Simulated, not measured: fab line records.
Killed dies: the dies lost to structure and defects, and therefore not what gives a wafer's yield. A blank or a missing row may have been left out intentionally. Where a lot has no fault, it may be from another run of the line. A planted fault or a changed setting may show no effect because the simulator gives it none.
Split-lot experiment :: flow n5_finfet :: 39 wafers read from 7 lots, route of 1938 steps

THE SPLIT
At N5_HKMG_FIN_ETCH_32 (etches SOC in N2/H2, target depth 240 nm, time 300 s), the setting target_depth_a was moved away from the recipe's 2400 angstrom on 15 of the 39 wafers read, by -4.2% to +11.9%. All remaining wafers had this setting at the recipe value.

The split's own step is where the reading is taken.

THE READING
SiARC_of_HKMG_FIN_COAT_30.thk_nm (the simulator's own value, which no gauge read), in nm, at N5_HKMG_FIN_ETCH_32 (etches SOC in N2/H2, target depth 240 nm, time 300 s). There is no usual value for it anywhere in the file. Here, 24 wafers ran the recipe; their average is 21.0 nm with a standard deviation of 0.27 nm.

wafer: L075.4
tool, chamber at the split: rie_diel-01, 2
target_depth_a as run, angstrom: 2400
against the recipe: recipe
SiARC_of_HKMG_FIN_COAT_30.thk_nm, nm: 21.4
against lot-mates on the recipe: -

wafer: L075.5
tool, chamber at the split: rie_diel-01, 1
target_depth_a as run, angstrom: 2400
against the recipe: recipe
SiARC_of_HKMG_FIN_COAT_30.thk_nm, nm: 21.2
against lot-mates on the recipe: -

wafer: L075.6
tool, chamber at the split: rie_diel-01, 2
target_depth_a as run, angstrom: 2400
against the recipe: recipe
SiARC_of_HKMG_FIN_COAT_30.thk_nm, nm: 21.4
against lot-mates on the recipe: -

wafer: L082.1
tool, chamber at the split: rie_diel-01, 0
target_depth_a as run, angstrom: 2400
against the recipe: recipe
SiARC_of_HKMG_FIN_COAT_30.thk_nm, nm: 21
against lot-mates on the recipe: -

wafer: L082.2
tool, chamber at the split: rie_diel-01, 1
target_depth_a as run, angstrom: 2400
against the recipe: recipe
SiARC_of_HKMG_FIN_COAT_30.thk_nm, nm: 21.2
against lot-mates on the recipe: -

wafer: L082.3
tool, chamber at the split: rie_diel-01, 3
target_depth_a as run, angstrom: 2400
against the recipe: recipe
SiARC_of_HKMG_FIN_COAT_30.thk_nm, nm: 20.8
against lot-mates on the recipe: -

wafer: L082.4
tool, chamber at the split: rie_diel-01, 2
target_depth_a as run, angstrom: 2400
against the recipe: recipe
SiARC_of_HKMG_FIN_COAT_30.thk_nm, nm: 21.2
against lot-mates on the recipe: -

wafer: L082.5
tool, chamber at the split: rie_diel-01, 3
target_depth_a as run, angstrom: 2400
against the recipe: recipe
SiARC_of_HKMG_FIN_COAT_30.thk_nm, nm: 21
against lot-mates on the recipe: -

wafer: L082.6
tool, chamber at the split: rie_diel-01, 2
target_depth_a as run, angstrom: 2400
against the recipe: recipe
SiARC_of_HKMG_FIN_COAT_30.thk_nm, nm: 21
against lot-mates on the recipe: -

wafer: L083.1
tool, chamber at the split: rie_diel-06, 2
target_depth_a as run, angstrom: 2658
against the recipe: +10.7%
SiARC_of_HKMG_FIN_COAT_30.thk_nm, nm: 19.6
against lot-mates on the recipe: -1.2

wafer: L083.2
tool, chamber at the split: rie_diel-06, 3
target_depth_a as run, angstrom: 2400
against the recipe: recipe
SiARC_of_HKMG_FIN_COAT_30.thk_nm, nm: 21
against lot-mates on the recipe: -

wafer: L083.3
tool, chamber at the split: rie_diel-06, 0
target_depth_a as run, angstrom: 2658
against the recipe: +10.7%
SiARC_of_HKMG_FIN_COAT_30.thk_nm, nm: 18.8
against lot-mates on the recipe: -2.0

wafer: L083.4
tool, chamber at the split: rie_diel-06, 2
target_depth_a as run, angstrom: 2400
against the recipe: recipe
SiARC_of_HKMG_FIN_COAT_30.thk_nm, nm: 21
against lot-mates on the recipe: -

wafer: L083.5
tool, chamber at the split: rie_diel-06, 0
target_depth_a as run, angstrom: 2400
against the recipe: recipe
SiARC_of_HKMG_FIN_COAT_30.thk_nm, nm: 20.4
against lot-mates on the recipe: -

wafer: L083.6
tool, chamber at the split: rie_diel-06, 3
target_depth_a as run, angstrom: 2658
against the recipe: +10.7%
SiARC_of_HKMG_FIN_COAT_30.thk_nm, nm: 19.6
against lot-mates on the recipe: -1.2

wafer: L089.1
tool, chamber at the split: rie_diel-06, 1
target_depth_a as run, angstrom: 2589
against the recipe: +7.9%
SiARC_of_HKMG_FIN_COAT_30.thk_nm, nm: 20
against lot-mates on the recipe: -1.0

wafer: L089.2
tool, chamber at the split: rie_diel-06, 2
target_depth_a as run, angstrom: 2589
against the recipe: +7.9%
SiARC_of_HKMG_FIN_COAT_30.thk_nm, nm: 19.4
against lot-mates on the recipe: -1.6

wafer: L089.3
tool, chamber at the split: rie_diel-06, 0
target_depth_a as run, angstrom: 2589
against the recipe: +7.9%
SiARC_of_HKMG_FIN_COAT_30.thk_nm, nm: 19
against lot-mates on the recipe: -2.0

wafer: L089.4
tool, chamber at the split: rie_diel-06, 3
target_depth_a as run, angstrom: 2400
against the recipe: recipe
SiARC_of_HKMG_FIN_COAT_30.thk_nm, nm: 21.2
against lot-mates on the recipe: -

wafer: L089.5
tool, chamber at the split: rie_diel-06, 3
target_depth_a as run, angstrom: 2400
against the recipe: recipe
SiARC_of_HKMG_FIN_COAT_30.thk_nm, nm: 21
against lot-mates on the recipe: -

wafer: L089.6
tool, chamber at the split: rie_diel-06, 2
target_depth_a as run, angstrom: 2400
against the recipe: recipe
SiARC_of_HKMG_FIN_COAT_30.thk_nm, nm: 20.8
against lot-mates on the recipe: -

wafer: L090.1
tool, chamber at the split: rie_diel-06, 2
target_depth_a as run, angstrom: 2552
against the recipe: +6.3%
SiARC_of_HKMG_FIN_COAT_30.thk_nm, nm: 20
against lot-mates on the recipe: -0.8

wafer: L090.2
tool, chamber at the split: rie_diel-06, 0
target_depth_a as run, angstrom: 2400
against the recipe: recipe
SiARC_of_HKMG_FIN_COAT_30.thk_nm, nm: 20.2
against lot-mates on the recipe: -

wafer: L090.3
tool, chamber at the split: rie_diel-06, 3
target_depth_a as run, angstrom: 2400
against the recipe: recipe
SiARC_of_HKMG_FIN_COAT_30.thk_nm, nm: 21
against lot-mates on the recipe: -

wafer: L090.4
tool, chamber at the split: rie_diel-06, 1
target_depth_a as run, angstrom: 2400
against the recipe: recipe
SiARC_of_HKMG_FIN_COAT_30.thk_nm, nm: 21.2
against lot-mates on the recipe: -

wafer: L090.5
tool, chamber at the split: rie_diel-06, 3
target_depth_a as run, angstrom: 2552
against the recipe: +6.3%
SiARC_of_HKMG_FIN_COAT_30.thk_nm, nm: 20.2
against lot-mates on the recipe: -0.6

wafer: L090.6
tool, chamber at the split: rie_diel-06, 2
target_depth_a as run, angstrom: 2552
against the recipe: +6.3%
SiARC_of_HKMG_FIN_COAT_30.thk_nm, nm: 19.8
against lot-mates on the recipe: -1.0

wafer: L093.1
tool, chamber at the split: rie_diel-06, 0
target_depth_a as run, angstrom: 2686
against the recipe: +11.9%
SiARC_of_HKMG_FIN_COAT_30.thk_nm, nm: 18.6
against lot-mates on the recipe: -2.6

wafer: L093.2
tool, chamber at the split: rie_diel-06, 2
target_depth_a as run, angstrom: 2686
against the recipe: +11.9%
SiARC_of_HKMG_FIN_COAT_30.thk_nm, nm: 19.2
against lot-mates on the recipe: -2.0

wafer: L093.3
tool, chamber at the split: rie_diel-06, 1
target_depth_a as run, angstrom: 2400
against the recipe: recipe
SiARC_of_HKMG_FIN_COAT_30.thk_nm, nm: 21.2
against lot-mates on the recipe: -

wafer: L093.4
tool, chamber at the split: rie_diel-06, 3
target_depth_a as run, angstrom: 2400
against the recipe: recipe
SiARC_of_HKMG_FIN_COAT_30.thk_nm, nm: 21.2
against lot-mates on the recipe: -

wafer: L093.5
tool, chamber at the split: rie_diel-06, 2
target_depth_a as run, angstrom: 2686
against the recipe: +11.9%
SiARC_of_HKMG_FIN_COAT_30.thk_nm, nm: 19.2
against lot-mates on the recipe: -2.0

wafer: L093.6
tool, chamber at the split: rie_diel-06, 1
target_depth_a as run, angstrom: 2400
against the recipe: recipe
SiARC_of_HKMG_FIN_COAT_30.thk_nm, nm: 21.2
against lot-mates on the recipe: -

wafer: L097.1
tool, chamber at the split: rie_diel-06, 0
target_depth_a as run, angstrom: 2299
against the recipe: -4.2%
SiARC_of_HKMG_FIN_COAT_30.thk_nm, nm: 20.8
against lot-mates on the recipe: -0.2

wafer: L097.2
tool, chamber at the split: rie_diel-06, 1
target_depth_a as run, angstrom: 2299
against the recipe: -4.2%
SiARC_of_HKMG_FIN_COAT_30.thk_nm, nm: 21.6
against lot-mates on the recipe: +0.6

wafer: L097.3
tool, chamber at the split: rie_diel-06, 2
target_depth_a as run, angstrom: 2299
against the recipe: -4.2%
SiARC_of_HKMG_FIN_COAT_30.thk_nm, nm: 21.4
against lot-mates on the recipe: +0.4

wafer: L097.4
tool, chamber at the split: rie_diel-06, 3
target_depth_a as run, angstrom: 2400
against the recipe: recipe
SiARC_of_HKMG_FIN_COAT_30.thk_nm, nm: 21
against lot-mates on the recipe: -

wafer: L097.5
tool, chamber at the split: rie_diel-06, 1
target_depth_a as run, angstrom: 2400
against the recipe: recipe
SiARC_of_HKMG_FIN_COAT_30.thk_nm, nm: 21
against lot-mates on the recipe: -

wafer: L097.6
tool, chamber at the split: rie_diel-06, 2
target_depth_a as run, angstrom: 2400
against the recipe: recipe
SiARC_of_HKMG_FIN_COAT_30.thk_nm, nm: 21
against lot-mates on the recipe: -

THE FIT
A straight line over all 39 wafers: SiARC_of_HKMG_FIN_COAT_30.thk_nm changes by -0.159 nm for each +1% of target_depth_a; r = -0.92; the points scatter about the line by 0.33 nm.
The same after taking each lot's own level away (the mean of its wafers on the recipe; 39 wafers): -0.155 nm for each +1%; r = -0.92; scatter 0.32 nm.
That fit puts the effect of the largest move of target_depth_a on the reading at 1.8 nm.
The span of the lots' own levels, 20.80 to 21.33 nm, comes to 2.0 times the standard deviation stated above.
Hence the lot-to-lot level has little effect on the slope; both slopes agree.
Check: with one of the wafers moved furthest among these (+11.9%) left out of the fit, the line predicts -1.8 nm for it against its lot-mates. Against them it came out at -2.6 nm.

OTHER SPLITS ON THESE WAFERS
Other splits were also applied to these wafers ahead of the reading. Each is held against what the fit with the lots' levels taken away leaves over:
other split on the same wafers: N5_DUMMY_GATE_EXPOSE_12 dose_mj
wafers away from the commonest value: 15
r with SiARC_of_HKMG_FIN_COAT_30.thk_nm (lot level and that fit taken away): -0.31

other split on the same wafers: N5_DUMMY_GATE_ETCH_37 source_w
wafers away from the commonest value: 12
r with SiARC_of_HKMG_FIN_COAT_30.thk_nm (lot level and that fit taken away): -0.08

other split on the same wafers: N5_DUMMY_GATE_ETCH_32 time_s
wafers away from the commonest value: 18
r with SiARC_of_HKMG_FIN_COAT_30.thk_nm (lot level and that fit taken away): -0.18

THE WHOLE CHAIN: every reading that the file lists as answering this split, in the file's order
step: N5_HKMG_FIN_ETCH_32
what it does: etches SOC in N2/H2, target depth 240 nm, time 300 s
reading: HKMG_FIN.feature_depth_nm (the simulator's own value, which no gauge read)
change (the file's fit): +2.81 nm for each +1% of the setting
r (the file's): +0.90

step: N5_HKMG_FIN_ETCH_32
what it does: etches SOC in N2/H2, target depth 240 nm, time 300 s
reading: etch.depth_nm (the simulator's own value, which no gauge read)
change (the file's fit): +2.8 nm for each +1% of the setting
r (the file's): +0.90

step: N5_HKMG_FIN_ETCH_32
what it does: etches SOC in N2/H2, target depth 240 nm, time 300 s
reading: SiARC_of_HKMG_FIN_COAT_30.thk_nm (the simulator's own value, which no gauge read)
change (the file's fit): -0.16 nm for each +1% of the setting
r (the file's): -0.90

FILE'S OWN FIT
SiARC_of_HKMG_FIN_COAT_30.thk_nm changes by -0.16 nm for each +1% of target_depth_a, r = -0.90.
